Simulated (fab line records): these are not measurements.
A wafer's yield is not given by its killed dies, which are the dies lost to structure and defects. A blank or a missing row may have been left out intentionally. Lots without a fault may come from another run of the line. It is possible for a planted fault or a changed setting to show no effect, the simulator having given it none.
fab line records	flow n5_finfet
record: lots: 7	wafers: 39
route steps=1938 shown ZERO_LAYER@11 SD_EPI_P@321 MOL_CONTACT_COAG@559 BEOL_M0_SAQP@676 BEOL_M0_CUTY@711 BEOL_M0@715
start_h: the number of hours between the record's first day and the start of the first shown wafer of the lot	wait_h: hours from the lot's prior step to this one	" identical to the entry in the row above	L1.1+2: several wafers, shown together as one row	- value missing, or start not given	* or withheld: withheld	< > ~ a bound
route shown NAME@n: names a module that has steps shown in the file, with the first one's number in the route	usual: mean and standard deviation over wafers with no fault	same: alike in all rows	chamber/n: place in a boat	sites: the reading at each site	_std_site: their standard deviation	_edge_site: mean of outer sites minus mean of inner sites	radius_mm: how far each site lies from the wafer's centre	mask NAME#n: copy n	behind: the tool/chamber that last shaped the wafer	hold: why the lot went on hold/how many hours it stayed there/how the hold came to an end	device: names the non-switching transistor (n, p or np)	end of line: the tests these same wafers got at the end of their route	a step with no rows: only its recipe	killed: not the wafer's yield, but the dies lost to structure and defects at the first sort	map: per-die view of a wafer (x killed, . not killed, _ where there is no die)
set.NAME: the run value of the setting; set.NAME@STEP: its run value at that earlier step	model.NAME: the simulator's own value behind a step, which no gauge read
lots with deliberately changed settings; one table per step, one row per wafer
== steps ==
step: N5_ZERO_LAYER_DEVELOP_10
recipe: develop_time_s: 60	rinse_liquid: diw	dry: air_spin	dev_temp_c: 21
lot.wafer	tool	chamber	start_h	wait_h	set.develop_time_s
L083.3+4+5	litho_track-01	0	-	-	60
L085.1+2+5	litho_track-01	0	-	-	60
L085.3+4+6	"	0	"	"	41.77
L086.1+3+6	litho_track-05	0	-	-	39.57
L086.2+4+5	"	0	"	"	60
L089.1+2+6	litho_track-05	0	-	-	60
L089.3+4+5	"	0	"	"	42.47
L093.1+2+4	litho_track-02	0	-	-	60
L093.3+5+6	"	0	"	"	34.72
L094.1+2+3+4+5+6	litho_track-01	0	-	-	60
L095.1+2+5	litho_track-02	0	-	-	60
L095.3+4+6	"	0	"	"	92.68
step: N5_ZERO_LAYER_HARDBAKE_23
recipe: temp_c: 130	time_s: 120
step: N5_ZERO_LAYER_CD_MEAS_11
recipe: target_cd_nm: 2000	landing_energy_ev: 500	detector: se_inlens
usual: cd_nm: 2001.0/2.8
lot.wafer	tool	chamber	start_h	wait_h	set.develop_time_s@ZERO_LAYER_DEVELOP_10	cd_nm
L083.3	cd_sem-01	0	66.92	-	60	1999.5
L083.4	"	0	"	"	60	1998.8
L083.5	"	0	"	"	60	2000.3
L085.1	cd_sem-03	0	78.77	-	60	1998.3
L085.2	"	0	"	"	60	1999.7
L085.3	"	0	"	"	41.77	1991.6
L085.4	"	0	"	"	41.77	1990.0
L085.5	"	0	"	"	60	1997.1
L085.6	"	0	"	"	41.77	1993.1
L086.1	cd_sem-03	0	84.64	-	39.57	1990.9
L086.2	"	0	"	"	60	2001.5
L086.3	"	0	"	"	39.57	1987.6
L086.4	"	0	"	"	60	1997.3
L086.5	"	0	"	"	60	2001.8
L086.6	"	0	"	"	39.57	1991.3
L089.1	cd_sem-01	0	102.65	-	60	1994.7
L089.2	"	0	"	"	60	2000.5
L089.3	"	0	"	"	42.47	1991.5
L089.4	"	0	"	"	42.47	1991.4
L089.5	"	0	"	"	42.47	1988.6
L089.6	"	0	"	"	60	1998.1
L093.1	cd_sem-03	0	126.77	-	60	2004.8
L093.2	"	0	"	"	60	2003.1
L093.3	"	0	"	"	34.72	1988.9
L093.4	"	0	"	"	60	2003.4
L093.5	"	0	"	"	34.72	1988.9
L093.6	"	0	"	"	34.72	1994.1
L094.1	cd_sem-01	0	132.78	-	60	2001.5
L094.2	"	0	"	"	60	2002.7
L094.3	"	0	"	"	60	2000.2
L094.4	"	0	"	"	60	1999.8
L094.5	"	0	"	"	60	2001.2
L094.6	"	0	"	"	60	2001.3
L095.1	cd_sem-02	0	139.99	-	60	2005.7
L095.2	"	0	"	"	60	2003.6
L095.3	"	0	"	"	92.68	2008.3
L095.4	"	0	"	"	92.68	2012.2
L095.5	"	0	"	"	60	2001.7
L095.6	"	0	"	"	92.68	2015.0
step: N5_ZERO_LAYER_DESCUM_16
recipe: chemistry: O2	time_s: 7.9	source_power_w: 50	bias_power_w: 20	pressure_mtorr: 20	rf_frequency_hz: 2.712e+07	temp_c: 40	o2_flow_sccm: 225
lot.wafer	tool	chamber	start_h	wait_h	set.develop_time_s@ZERO_LAYER_DEVELOP_10	model.ZERO_LAYER.cd_nm
L083.3+5	rie_diel-06	3	66.95	0.0	60	2000
L083.4	"	2	"	"	60	1999
L085.1	rie_diel-01	0	78.80	0.0	60	1998
L085.2	"	3	"	"	60	2000
L085.3	"	1	"	"	41.77	1992
L085.4	"	2	"	"	41.77	1990
L085.5	"	2	"	"	60	1997
L085.6	"	3	"	"	41.77	1993
L086.1+6	rie_diel-03	0,1	84.68	0.0	39.57	1991
L086.2+5	"	2,0	"	"	60	2002
L086.3	"	1	"	"	39.57	1987
L086.4	"	3	"	"	60	1997
L089.1	rie_diel-01	3	102.69	0.0	60	1995
L089.2	"	2	"	"	60	2001
L089.3+4	"	1,0	"	"	42.47	1992
L089.5	"	3	"	"	42.47	1989
L089.6	"	0	"	"	60	1998
L093.1	rie_diel-06	1	126.80	0.0	60	2005
L093.2+4	"	0,2	"	"	60	2003
L093.3+5	"	3	"	"	34.72	1989
L093.6	"	2	"	"	34.72	1994
L094.1	rie_diel-06	2	132.85	0.1	60	2002
L094.2	"	3	"	"	60	2003
L094.3+5+6	"	0,1,2	"	"	60	2001
L094.4	"	1	"	"	60	1999
L095.1	rie_diel-01	3	140.03	0.0	60	2006
L095.2	"	0	"	"	60	2004
L095.3	"	2	"	"	92.68	2008
L095.4	"	1	"	"	92.68	2012
L095.5	"	2	"	"	60	2002
L095.6	"	1	"	"	92.68	2015
step: N5_SD_EPI_P_EPI_21
recipe: material: SiGe:B	dopant: B	temp_c: 550	pressure_torr: 20	ambient: H2	time_s: 355
lot.wafer	tool	chamber	start_h	wait_h	set.epi_growth_time_s	model.SiGe-B_of_SD_EPI_P_EPI_21.thk_nm
L083.3	epi_rpcvd-01	0	114.26	0.8	355	60.2
L083.4	"	0	"	"	355	60.8
L083.5	"	0	"	"	355	61.2
L085.1	epi_rpcvd-04	0	129.91	0.1	565.5	84.8
L085.2+4	"	0	"	"	355	61.4
L085.3	"	0	"	"	565.5	84.4
L085.5	"	0	"	"	565.5	84.6
L085.6	"	0	"	"	355	61.8
L086.1	epi_rpcvd-01	0	134.13	0.1	466.5	73.8
L086.2	"	0	"	"	355	60.8
L086.3	"	0	"	"	355	61.8
L086.4+6	"	0	"	"	466.5	74.4
L086.5	"	0	"	"	355	61.2
L089.1	epi_rpcvd-04	0	145.67	0.1	355	61.4
L089.2+4	"	0	"	"	355	61.8
L089.3	"	0	"	"	444	71.6
L089.5	"	0	"	"	444	72.8
L089.6	"	0	"	"	444	71.4
L093.1+3	epi_rpcvd-04	0	169.13	0.1	355	61.4
L093.2	"	0	"	"	355	60.8
L093.4	"	0	"	"	257	49
L093.5	"	0	"	"	257	48.4
L093.6	"	0	"	"	257	48.6
L094.1	epi_rpcvd-01	0	176.83	0.1	355	60.2
L094.2	"	0	"	"	516	77.2
L094.3	"	0	"	"	516	78.2
L094.4	"	0	"	"	355	59.6
L094.5	"	0	"	"	355	59.8
L094.6	"	0	"	"	516	77.6
L095.1	epi_rpcvd-01	0	188.73	0.1	355	61.2
L095.2+3	"	0	"	"	355	60.8
L095.4	"	0	"	"	355	59.4
L095.5	"	0	"	"	355	60.4
L095.6	"	0	"	"	355	61
step: N5_SD_EPI_P_EPI_MEAS_23
recipe: mode: xrd
usual: thk_nm: 61.1/1.2
lot.wafer	tool	chamber	start_h	wait_h	set.epi_growth_time_s@SD_EPI_P_EPI_21	thk_nm
L083.3	film_metro-02	-	115.74	1.1	355	58.7
L083.4	"	-	"	"	355	59.9
L083.5	"	-	"	"	355	63.0
L085.1	film_metro-01	-	132.11	1.8	565.5	86.4
L085.2	"	-	"	"	355	60.4
L085.3	"	-	"	"	565.5	84.8
L085.4	"	-	"	"	355	60.8
L085.5	"	-	"	"	565.5	83.2
L085.6	"	-	"	"	355	62.5
L086.1	film_metro-02	-	136.33	1.8	466.5	74.5
L086.2	"	-	"	"	355	60.0
L086.3	"	-	"	"	355	60.1
L086.4	"	-	"	"	466.5	75.2
L086.5	"	-	"	"	355	60.8
L086.6	"	-	"	"	466.5	72.9
L089.1	film_metro-01	-	147.87	1.8	355	61.8
L089.2	"	-	"	"	355	62.3
L089.3	"	-	"	"	444	72.5
L089.4	"	-	"	"	355	58.9
L089.5	"	-	"	"	444	70.8
L089.6	"	-	"	"	444	70.9
L093.1	film_metro-02	-	171.34	1.9	355	60.0
L093.2	"	-	"	"	355	61.4
L093.3	"	-	"	"	355	61.5
L093.4	"	-	"	"	257	47.6
L093.5	"	-	"	"	257	48.5
L093.6	"	-	"	"	257	47.7
L094.1	film_metro-02	-	179.03	1.8	355	58.2
L094.2	"	-	"	"	516	76.4
L094.3	"	-	"	"	516	80.1
L094.4	"	-	"	"	355	58.7
L094.5	"	-	"	"	355	59.6
L094.6	"	-	"	"	516	77.7
L095.1	film_metro-01	-	190.92	1.8	355	61.8
L095.2	"	-	"	"	355	62.4
L095.3	"	-	"	"	355	60.6
L095.4	"	-	"	"	355	59.8
L095.5	"	-	"	"	355	60.0
L095.6	"	-	"	"	355	61.1
step: N5_MOL_CONTACT_COAG_ALD_27
recipe: material: SiOC	target_thk_a: 170	temp_c: 400	ald_precursor_family: carbosiloxane	ald_co_reactant: H2-plasma	pulse_time_s: 1.5	time_s: 2720	purge_time_s: 2	co_reactant_purge_time_s: 2	ald_cycles: 340	pressure_torr: 2
lot.wafer	tool	chamber	start_h	wait_h	set.ald_cycles	model.SiOC_of_MOL_CONTACT_COAG_ALD_27.thk_nm
L083.3	ald_sin-01	0	153.77	0.0	340	16.8
L083.4+5	"	1,3	"	"	340	17
L085.1+3+6	ald_sin-01	1,0,1	169.41	0.2	340	17.2
L085.2	"	3	"	"	154	7.8
L085.4+5	"	2,0	"	"	154	7.6
L086.1+4	ald_sin-01	1,3	172.29	0.0	340	17
L086.2+3+6	"	2,0,3	"	"	261	13
L086.5	"	2	"	"	340	16.8
L089.1+5	ald_sin-01	0,3	185.23	1.3	285	14.2
L089.2	"	3	"	"	285	14.4
L089.3	"	2	"	"	340	16.8
L089.4+6	"	1,0	"	"	340	17
L093.1+4+5	ald_sin-03	0,1,3	211.78	0.0	340	17
L093.2+6	"	3,0	"	"	424	21.2
L093.3	"	2	"	"	424	21.4
L094.1+2	ald_sin-01	0,1	216.40	0.0	433	21.8
L094.3+5	"	3,1	"	"	340	17.2
L094.4	"	2	"	"	433	21.6
L094.6	"	0	"	"	340	17
L095.1+2+4	ald_sin-01	0,2,3	227.40	0.0	340	17
L095.3+5+6	"	1,1,0	"	"	412	20.6
step: N5_BEOL_M0_SAQP_SPACER2_ALD_26
recipe: material: SiO2	target_thk_a: 150	temp_c: 300	ald_precursor_family: BDEAS	ald_co_reactant: O2-plasma	pulse_time_s: 1	purge_time_s: 2	co_reactant_purge_time_s: 2	pressure_torr: 2
lot.wafer	tool	chamber	start_h	wait_h	set.target_thk_a	model.SiO2_of_BEOL_M0_SAQP_SPACER2_ALD_26.thk_nm
L083.3+5	ald_sin-02	1,0	169.06	1.2	150	15
L083.4	"	0	"	"	150	14.8
L085.1+4	ald_sin-03	2,1	185.71	1.5	172.8	17.2
L085.2+5	"	3	"	"	150	15
L085.3	"	0	"	"	150	15.2
L085.6	"	0	"	"	172.8	17.4
L086.1+3+6	ald_sin-03	3,1,0	188.76	0.2	150	15
L086.2	"	0	"	"	95.93	9.6
L086.4+5	"	2,3	"	"	95.93	9.4
L089.1+6	ald_sin-02	0	202.39	1.1	69.22	7
L089.2	"	2	"	"	69.22	6.8
L089.3+4+5	"	3,1,3	"	"	150	15
L093.1+3+5+6	ald_sin-03	3,1,0,3	227.66	0.1	150	15
L093.2	"	0	"	"	150	15.2
L093.4	"	2	"	"	150	14.8
L094.1+2+5	ald_sin-02	3,1,2	230.15	0.9	150	15
L094.3+4	"	2,0	"	"	173.9	17.4
L094.6	"	3	"	"	173.9	17.2
L095.1+6	ald_sin-04	2,3	243.28	0.1	237.4	23.6
L095.2+3	"	3,1	"	"	150	15
L095.4	"	0	"	"	237.4	23.8
L095.5	"	0	"	"	150	15.2
step: N5_BEOL_M0_SAQP_SPACER2_ETCHBACK_27
recipe: chemistry: CHF3/O2	mode: anisotropic_etchback	target: SiO2	target_depth_a: 225	time_s: 11.25	pressure_mtorr: 30	source_w: 650	bias_w: 170	Ar_flow_sccm: 200	CHF3_flow_sccm: 50	O2_flow_sccm: 5	ion_energy_ev: 200
step: N5_BEOL_M0_SAQP_MANDREL2_REMOVE_110
recipe: chemistry: HBr/Cl2/O2	bt_time_s: 10	target: a-Si	stop_on: SiCN	endpoint: OES-SiCl	over_etch_frac: 1	icp_w: 600	bias_w: 30	HBr_flow_sccm: 150	Cl2_flow_sccm: 80	O2_flow_sccm: 5	pressure_mtorr: 10
lot.wafer	tool	chamber	start_h	wait_h	set.target_thk_a@BEOL_M0_SAQP_SPACER2_ALD_26	model.BEOL_M0_SAQP.cd_nm
L083.3	rie_si-06	3	169.70	0.1	150	15
L083.4+5	"	1,0	"	"	150	14.8
L085.1+4	rie_si-04	1,3	186.35	0.1	172.8	17.2
L085.2	"	2	"	"	150	15.4
L085.3+5	"	0,1	"	"	150	15
L085.6	"	2	"	"	172.8	17.6
L086.1	rie_si-06	0	189.40	0.1	150	14.8
L086.2	"	1	"	"	95.93	9.6
L086.3+6	"	3,1	"	"	150	15
L086.4+5	"	2,0	"	"	95.93	9.4
L089.1+2+6	rie_si-06	2,1,0	203.03	0.1	69.22	6.8
L089.3	"	3	"	"	150	15.2
L089.4	"	0	"	"	150	14.8
L089.5	"	1	"	"	150	15
L093.1+3+6	rie_si-06	0,3,0	228.30	0.1	150	15
L093.2+5	"	2,1	"	"	150	15.2
L093.4	"	1	"	"	150	14.8
L094.1+5	rie_si-01	2,1	230.89	0.1	150	15
L094.2	"	3	"	"	150	14.6
L094.3+4+6	"	0,1,2	"	"	173.9	17.4
L095.1	rie_si-01	0	244.28	0.1	237.4	23.8
L095.2+3	"	2,1	"	"	150	15
L095.4+6	"	3,2	"	"	237.4	23.6
L095.5	"	1	"	"	150	15.2
step: N5_BEOL_M0_SAQP_CD_MEAS_29
recipe: target_cd_nm: 14.4	landing_energy_ev: 1000	detector: se_inlens
usual: cd_nm: 14.96/0.26
lot.wafer	tool	chamber	start_h	wait_h	set.target_thk_a@BEOL_M0_SAQP_SPACER2_ALD_26	cd_nm
L083.3	cd_sem-02	0	169.81	0.1	150	14.51
L083.4	"	0	"	"	150	15.19
L083.5	"	0	"	"	150	15.17
L085.1	cd_sem-02	0	186.46	0.1	172.8	16.97
L085.2	"	0	"	"	150	15.41
L085.3	"	0	"	"	150	14.76
L085.4	"	0	"	"	172.8	16.73
L085.5	"	0	"	"	150	15.59
L085.6	"	0	"	"	172.8	17.77
L086.1	cd_sem-02	0	189.50	0.1	150	14.63
L086.2	"	0	"	"	95.93	9.48
L086.3	"	0	"	"	150	15.09
L086.4	"	0	"	"	95.93	9.41
L086.5	"	0	"	"	95.93	9.18
L086.6	"	0	"	"	150	14.74
L089.1	cd_sem-02	0	203.14	0.1	69.22	6.68
L089.2	"	0	"	"	69.22	6.84
L089.3	"	0	"	"	150	15.25
L089.4	"	0	"	"	150	14.55
L089.5	"	0	"	"	150	15.07
L089.6	"	0	"	"	69.22	6.66
L093.1	cd_sem-01	0	228.41	0.1	150	15.00
L093.2	"	0	"	"	150	14.96
L093.3	"	0	"	"	150	14.80
L093.4	"	0	"	"	150	14.92
L093.5	"	0	"	"	150	15.01
L093.6	"	0	"	"	150	15.00
L094.1	cd_sem-02	0	231.00	0.1	150	14.85
L094.2	"	0	"	"	150	15.08
L094.3	"	0	"	"	173.9	17.20
L094.4	"	0	"	"	173.9	17.29
L094.5	"	0	"	"	150	14.63
L094.6	"	0	"	"	173.9	17.58
L095.1	cd_sem-01	0	244.39	0.1	237.4	23.83
L095.2	"	0	"	"	150	15.36
L095.3	"	0	"	"	150	15.23
L095.4	"	0	"	"	237.4	23.73
L095.5	"	0	"	"	150	15.02
L095.6	"	0	"	"	237.4	23.84
step: N5_BEOL_M0_SAQP_COAT_69
recipe: resist: SOC	temp_c: 250	time_s: 60	spin_rpm: 1500	resist_thk_nm: 90
step: N5_BEOL_M0_SAQP_COAT_72
recipe: resist: SiARC	temp_c: 220	time_s: 60	spin_rpm: 1500	resist_thk_nm: 15
step: N5_BEOL_M0_CUTY_DESCUM_61
recipe: chemistry: O2	time_s: 7.9	source_power_w: 50	bias_power_w: 20	pressure_mtorr: 20	rf_frequency_hz: 2.712e+07	temp_c: 40	resist: CAR-ArF-block	o2_flow_sccm: 225
step: N5_BEOL_M0_CUTY_ETCH_62
recipe: chemistry: CF4	target: SiARC	mask_material: CAR-ArF-block	time_s: 58.5	ion_energy_ev: 80	pressure_mtorr: 40	source_w: 545	bias_w: 36	Ar_flow_sccm: 100	cf4_flow_sccm: 100	ends: cleared
step: N5_BEOL_M0_CUTY_ETCH_63
recipe: chemistry: N2/H2	target: SOC	target_depth_a: 827	overetch_a: 165	mask_material: SiARC	temp_c: 40	ion_energy_ev: 200	time_s: 124	pressure_mtorr: 30	source_w: 840	bias_w: 150	n2_flow_sccm: 200	h2_flow_sccm: 200
lot.wafer	tool	chamber	start_h	wait_h	set.target_thk_a@BEOL_M0_SAQP_SPACER2_ALD_26	model.SiO2_of_BEOL_M0_SAQP_SPACER2_ALD_26.thk_nm
L083.3+5	rie_diel-02	1,2	172.10	0.0	150	7.2
L083.4	"	2	"	"	150	7
L085.1	rie_diel-04	3	188.58	0.0	172.8	9.4
L085.2+5	"	0	"	"	150	7.2
L085.3	"	2	"	"	150	7.4
L085.4+6	"	3,2	"	"	172.8	9.6
L086.1+3+6	rie_diel-04	2,0,2	192.00	0.0	150	7.2
L086.2+5	"	3	"	"	95.93	2.4
L086.4	"	0	"	"	95.93	2.2
L089.1+2+6	rie_diel-05	1,2,1	205.20	0.0	69.22	1.4
L089.3	"	0	"	"	150	7
L089.4	"	0	"	"	150	6.8
L089.5	"	2	"	"	150	7.4
L093.1+3	rie_diel-05	0,3	230.84	0.0	150	7
L093.2+5	"	1,2	"	"	150	7.4
L093.4+6	"	2,1	"	"	150	7.2
L094.1	rie_diel-05	2	233.31	0.0	150	7.4
L094.2+5	"	1	"	"	150	7.2
L094.3	"	3	"	"	173.9	9.2
L094.4	"	0	"	"	173.9	9.4
L094.6	"	2	"	"	173.9	9.6
L095.1+6	rie_diel-05	0,3	246.41	0.0	237.4	15.6
L095.2+3+5	"	2,1,0	"	"	150	7.2
L095.4	"	3	"	"	237.4	15.8
step: N5_BEOL_M0_CUTY_STRIP_64
recipe: chemistry: N2/H2	temp_c: 40	n2_flow_sccm: 200	h2_flow_sccm: 200	rf_frequency_hz: 6e+07
step: N5_BEOL_M0_ETCH_138
recipe: chemistry: CH3F/O2	target_depth_a: 120	target: SiCN	time_s: 31.6	ion_energy_ev: 120	pressure_mtorr: 30	source_w: 395	bias_w: 75	Ar_flow_sccm: 150	CH3F_flow_sccm: 30	O2_flow_sccm: 20	ends: cleared
lot.wafer	tool	chamber	start_h	wait_h	set.target_thk_a@BEOL_M0_SAQP_SPACER2_ALD_26	model.SiO2_of_BEOL_M0_SAQP_SPACER2_ALD_26.thk_nm
L083.3	rie_diel-02	1	172.23	0.0	150	5.4
L083.4	"	2	"	"	150	5
L083.5	"	2	"	"	150	5.2
L085.1+4+6	rie_diel-04	3,3,2	188.71	0.0	172.8	7.4
L085.2+5	"	0	"	"	150	5.2
L085.3	"	2	"	"	150	5.4
L086.1	rie_diel-04	2	192.12	0.0	150	5.4
L086.2+4+5	"	3,0,3	"	"	95.93	1.2
L086.3+6	"	0,2	"	"	150	5.2
L089.1+2+6	rie_diel-05	1,2,1	205.32	0.0	69.22	0.8
L089.3	"	0	"	"	150	5.2
L089.4	"	0	"	"	150	4.8
L089.5	"	2	"	"	150	5.4
L093.1+3	rie_diel-05	0,3	230.96	0.0	150	5
L093.2+5	"	1,2	"	"	150	5.4
L093.4+6	"	2,1	"	"	150	5.2
L094.1	rie_diel-05	2	233.44	0.0	150	5.4
L094.2+5	"	1	"	"	150	5.2
L094.3+4	"	3,0	"	"	173.9	7.4
L094.6	"	2	"	"	173.9	7.6
L095.1+4	rie_diel-05	0,3	246.53	0.0	237.4	13.8
L095.2	"	2	"	"	150	5.4
L095.3+5	"	1,0	"	"	150	5.2
L095.6	"	3	"	"	237.4	13.6
step: N5_BEOL_M0_HM_OPEN_105
recipe: chemistry: Cl2/BCl3	target_depth_a: 120	target: TiN	ion_energy_ev: 150	pressure_mtorr: 10	icp_w: 1000	bias_w: 126	Cl2_flow_sccm: 53.25	bcl3_flow_sccm: 21.75	Ar_flow_sccm: 25
lot.wafer	tool	chamber	start_h	wait_h	set.target_thk_a@BEOL_M0_SAQP_SPACER2_ALD_26	model.SiO2_of_BEOL_M0_SAQP_SPACER2_ALD_26.thk_nm
L083.3	rie_metal-03	1	173.27	1.0	150	3
L083.4+5	"	0	"	"	150	2.8
L085.1	rie_metal-02	0	190.74	2.0	172.8	4.8
L085.2+5	"	1	"	"	150	2.8
L085.3	"	0	"	"	150	3
L085.4+6	"	1,0	"	"	172.8	5
L086.1+3	rie_metal-02	0,1	192.34	0.2	150	2.8
L086.2+4+5	"	1,0,0	"	"	95.93	0.6
L086.6	"	1	"	"	150	3
L089.1+2+6	rie_metal-02	0,1,1	206.12	0.8	69.22	0.4
L089.3+5	"	1,0	"	"	150	2.8
L089.4	"	0	"	"	150	2.4
L093.1+4	rie_metal-02	1,0	231.68	0.7	150	2.6
L093.2+5	"	0,1	"	"	150	3
L093.3+6	"	1,0	"	"	150	2.8
L094.1+2+5	rie_metal-03	0,1,0	234.76	1.3	150	3
L094.3	"	1	"	"	173.9	5
L094.4+6	"	0,1	"	"	173.9	5.2
L095.1	rie_metal-01	1	249.51	2.9	237.4	11.4
L095.2+3+5	"	0,1,1	"	"	150	2.8
L095.4+6	"	0	"	"	237.4	11.2
== key ==
split: step: N5_ZERO_LAYER_DEVELOP_10	setting: develop_time_s	stated: 60	by: wafer
response: step: N5_ZERO_LAYER_CD_MEAS_11	reading: cd_nm	change: +0.231	per: 1%	r: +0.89
response: step: N5_ZERO_LAYER_DESCUM_16	reading: model.ZERO_LAYER.cd_nm	change: +0.229	per: 1%	r: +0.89
split: step: N5_SD_EPI_P_EPI_21	setting: epi_growth_time_s	stated: 355	by: wafer
response: step: N5_SD_EPI_P_EPI_21	reading: model.SiGe-B_of_SD_EPI_P_EPI_21.thk_nm	change: +0.401	per: 1%	r: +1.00
response: step: N5_SD_EPI_P_EPI_MEAS_23	reading: thk_nm	change: *	per: 1%	r: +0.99
split: step: N5_MOL_CONTACT_COAG_ALD_27	setting: ald_cycles	stated: 340	by: wafer
response: step: N5_MOL_CONTACT_COAG_ALD_27	reading: model.SiOC_of_MOL_CONTACT_COAG_ALD_27.thk_nm	change: +0.172	per: 1%	r: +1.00
split: step: N5_BEOL_M0_SAQP_SPACER2_ALD_26	setting: target_thk_a	stated: 150	by: wafer
response: step: N5_BEOL_M0_SAQP_SPACER2_ALD_26	reading: model.SiO2_of_BEOL_M0_SAQP_SPACER2_ALD_26.thk_nm	change: +0.149	per: 1%	r: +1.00
response: step: N5_BEOL_M0_SAQP_MANDREL2_REMOVE_110	reading: model.BEOL_M0_SAQP.cd_nm	change: +0.15	per: 1%	r: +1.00
response: step: N5_BEOL_M0_SAQP_CD_MEAS_29	reading: cd_nm	change: +0.15	per: 1%	r: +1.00
response: step: N5_BEOL_M0_CUTY_ETCH_63	reading: model.SiO2_of_BEOL_M0_SAQP_SPACER2_ALD_26.thk_nm	change: +0.129	per: 1%	r: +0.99
response: step: N5_BEOL_M0_ETCH_138	reading: model.SiO2_of_BEOL_M0_SAQP_SPACER2_ALD_26.thk_nm	change: +0.116	per: 1%	r: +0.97
response: step: N5_BEOL_M0_HM_OPEN_105	reading: model.SiO2_of_BEOL_M0_SAQP_SPACER2_ALD_26.thk_nm	change: +0.0944	per: 1%	r: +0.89
